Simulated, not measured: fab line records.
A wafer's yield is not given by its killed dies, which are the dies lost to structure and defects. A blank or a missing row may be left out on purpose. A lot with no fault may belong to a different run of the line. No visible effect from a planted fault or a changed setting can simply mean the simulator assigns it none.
Matching of chambers + flow n5 finfet + ald metal-03 running N5_BEOL_M6_ALD_77: 4 sister chambers
The step deposits TaN, target thk 2 nm, pulse time 2 s, purge time 3 s. 27 wafers are shown with their chamber, then 12 later ones without.

== WAFERS, EACH WITH ITS CHAMBER ==
| wafer  | chamber | heater power w (W) |
|--------|---------|--------------------|
| L074.3 | 2       | 505                |
| L074.4 | 1       | 522                |
| L074.5 | 2       | 500                |
| L075.1 | 3       | 435                |
| L075.2 | 1       | 490                |
| L075.3 | 2       | 498                |
| L076.2 | 1       | 496                |
| L076.3 | 0       | 400                |
| L076.6 | 1       | 502                |
| L077.1 | 3       | 435                |
| L077.3 | 2       | 508                |
| L077.6 | 0       | 412                |
| L088.1 | 2       | 493                |
| L088.4 | 2       | 486                |
| L088.5 | 3       | 449                |
| L086.1 | 2       | 487                |
| L086.3 | 3       | 449                |
| L086.4 | 0       | 405                |
| L089.2 | 1       | 508                |
| L089.5 | 3       | 445                |
| L089.6 | 0       | 396                |
| L092.2 | 1       | 510                |
| L092.4 | 0       | 403                |
| L092.5 | 1       | 502                |
| L093.3 | 2       | 486                |
| L093.5 | 1       | 507                |
| L093.6 | 2       | 495                |

SIGNATURES (means of the wafers above)
| reading        | chamber 0 | chamber 1 | chamber 2 | chamber 3 | scatter within a chamber |
|----------------|-----------|-----------|-----------|-----------|--------------------------|
| heater power w | 403.20    | 504.62    | 495.33    | 442.60    | 8.15                     |
Rule: a wafer's distance from a chamber is the root of the sum, over the readings, of the square of ((its reading less the chamber's mean) divided by the reading's scatter). If the next closest chamber is less than 2 further off than the closest, the wafer can't be placed; otherwise it belongs to the closest. The scatter is the square root of a quotient: the sum, over the shown wafers, of each reading's squared deviation from its chamber's mean, divided by wafers minus chambers.

== WAFERS WHOSE CHAMBER IS MISSING ==
| wafer  | heater power w (W) |
|--------|--------------------|
| L095.1 | 502                |
| L095.2 | 452                |
| L095.4 | 503                |
| L096.1 | 411                |
| L096.5 | 396                |
| L096.6 | 527                |
| L097.1 | 399                |
| L097.2 | 491                |
| L097.3 | 451                |
| L097.4 | 499                |
| L097.5 | 411                |
| L097.6 | 446                |

== WHICH CHAMBER EACH WENT THROUGH ==
| wafer  | from the rows above     | in truth |
|--------|-------------------------|----------|
| L095.1 | can't be placed: 1 or 2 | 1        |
| L095.2 | 3                       | 3        |
| L095.4 | can't be placed: 1 or 2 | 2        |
| L096.1 | 0                       | 0        |
| L096.5 | 0                       | 0        |
| L096.6 | can't be placed: 1 or 2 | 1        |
| L097.1 | 0                       | 0        |
| L097.2 | can't be placed: 2 or 1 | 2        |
| L097.3 | 3                       | 3        |
| L097.4 | can't be placed: 2 or 1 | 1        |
| L097.5 | 0                       | 0        |
| L097.6 | 3                       | 3        |
Correct placement for 7 of the 12. Not placeable from these rows: 5 (in 5, the candidates include the true chamber). Placed wrongly: 0.
